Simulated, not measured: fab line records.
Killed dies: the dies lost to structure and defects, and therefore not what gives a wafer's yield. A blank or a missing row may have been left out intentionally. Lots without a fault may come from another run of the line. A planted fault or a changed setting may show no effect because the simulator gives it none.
Check of tool commonality || flow nand_harc || 4 lots, 12 wafers sampled

## WHAT PROMPTED THE OPENING
At NHARC_END_SORT_01 the reading killed_at_periphery is flagged on 2 of 4 lots. No-fault wafers: 3.8, standard deviation 2.8.
Rule: a lot is flagged in two cases, either no wafer of it has a number, or all its wafers with numbers fall more than 4 standard deviations from that mean. As for the other lots, they are considered sound.

{"lot": "L815", "measured": "day 21 03:07", "on": "prober-01", "killed_at_periphery, wafer by wafer": "4 2 2", "flag": ""}
{"lot": "L817", "measured": "day 22 03:11", "on": "prober-01", "killed_at_periphery, wafer by wafer": "4 7 5", "flag": ""}
{"lot": "L821", "measured": "day 23 04:53", "on": "prober-01", "killed_at_periphery, wafer by wafer": "43 34 43", "flag": "FLAGGED"}
{"lot": "L825", "measured": "day 24 10:44", "on": "prober-02", "killed_at_periphery, wafer by wafer": "64 30 61", "flag": "FLAGGED"}
The numbers of the flagged lots are 45.8 on average: +42.0 against the usual, or +15 standard deviations.

## WHICH TOOL EACH LOT WENT THROUGH
The record holds 3 process steps before the reading, out of a route of 1159 steps. In each cell: the tool, then ch and the chambers that the sampled wafers went through, then the start.
{"lot": "L815", "flag": "", "NHARC_P_M2_ETCH_28": "rie_diel-12 ch 0,1,2, day 8 06:49", "NHARC_THIN_TSV_ETCH_15": "rie_si-06 ch 0,1,3, day 20 12:32", "NHARC_THIN_TSV_STRIP_45": "plasma_asher-02 ch 0,1, day 20 12:49"}
{"lot": "L817", "flag": "", "NHARC_P_M2_ETCH_28": "rie_diel-10 ch 2,3, day 8 21:14", "NHARC_THIN_TSV_ETCH_15": "rie_si-03 ch 1,3, day 21 12:19", "NHARC_THIN_TSV_STRIP_45": "plasma_asher-02 ch 1, day 21 12:34"}
{"lot": "L821", "flag": "FLAGGED", "NHARC_P_M2_ETCH_28": "rie_diel-10 ch 1,2, day 10 03:29", "NHARC_THIN_TSV_ETCH_15": "rie_si-06 ch 0,3, day 22 13:20", "NHARC_THIN_TSV_STRIP_45": "plasma_asher-02 ch 0,1, day 22 13:32"}
{"lot": "L825", "flag": "FLAGGED", "NHARC_P_M2_ETCH_28": "rie_diel-10 ch 1,3, day 10 19:08", "NHARC_THIN_TSV_ETCH_15": "rie_si-06 ch 1,2,3, day 23 20:30", "NHARC_THIN_TSV_STRIP_45": "plasma_asher-01 ch 0,1, day 23 20:41"}
These steps, and what they do:
- NHARC_P_M2_ETCH_28: etches the open film in CF4/N2, target depth 30 nm, time 72.99 s.
- NHARC_THIN_TSV_ETCH_15: target depth 3000 nm, bosch target overetch cycles 2, bosch etch step 2.8 s.
- NHARC_THIN_TSV_STRIP_45: strips in O2.
- NHARC_END_SORT_01

## FLAGGED OVER TOTAL, TOOL BY TOOL (the gauges that took the reading come last)
{"step": "NHARC_P_M2_ETCH_28", "tool": "rie_diel-10", "lots run": 3, "flagged": 2, "share of the flagged lots": "all", "sound lots run after its first flagged lot": 0}
{"step": "NHARC_P_M2_ETCH_28", "tool": "rie_diel-12", "lots run": 1, "flagged": 0, "share of the flagged lots": "none", "sound lots run after its first flagged lot": "-"}
{"step": "NHARC_THIN_TSV_ETCH_15", "tool": "rie_si-03", "lots run": 1, "flagged": 0, "share of the flagged lots": "none", "sound lots run after its first flagged lot": "-"}
{"step": "NHARC_THIN_TSV_ETCH_15", "tool": "rie_si-06", "lots run": 3, "flagged": 2, "share of the flagged lots": "all", "sound lots run after its first flagged lot": 0}
{"step": "NHARC_THIN_TSV_STRIP_45", "tool": "plasma_asher-01", "lots run": 1, "flagged": 1, "share of the flagged lots": "some", "sound lots run after its first flagged lot": 0}
{"step": "NHARC_THIN_TSV_STRIP_45", "tool": "plasma_asher-02", "lots run": 3, "flagged": 1, "share of the flagged lots": "some", "sound lots run after its first flagged lot": 0}
{"step": "NHARC_END_SORT_01", "tool": "prober-01", "lots run": 3, "flagged": 1, "share of the flagged lots": "some", "sound lots run after its first flagged lot": 0}
{"step": "NHARC_END_SORT_01", "tool": "prober-02", "lots run": 1, "flagged": 1, "share of the flagged lots": "some", "sound lots run after its first flagged lot": 0}

## WHAT THE TABLE ALLOWS
2 rows of the table ran every flagged lot: rie_diel-10 at NHARC_P_M2_ETCH_28, rie_si-06 at NHARC_THIN_TSV_ETCH_15.
- rie_diel-10 at NHARC_P_M2_ETCH_28 ran 3 lots, 2 of them flagged. Its last sound lot is L817 (day 8 21:14), its first flagged lot L821 (day 10 03:29): a fault that began between those two fits.
- rie_si-06 at NHARC_THIN_TSV_ETCH_15 ran 3 lots, 2 of them flagged. Its last sound lot is L815 (day 20 12:32), its first flagged lot L821 (day 22 13:20): a fault that began between those two fits.
These 2 tools cannot be told apart by counting lots, since each of them fits a fault that started at some hour. More lots, or a look at what each step does to the wafer, might.

## WHAT THE SIMULATOR PUT IN
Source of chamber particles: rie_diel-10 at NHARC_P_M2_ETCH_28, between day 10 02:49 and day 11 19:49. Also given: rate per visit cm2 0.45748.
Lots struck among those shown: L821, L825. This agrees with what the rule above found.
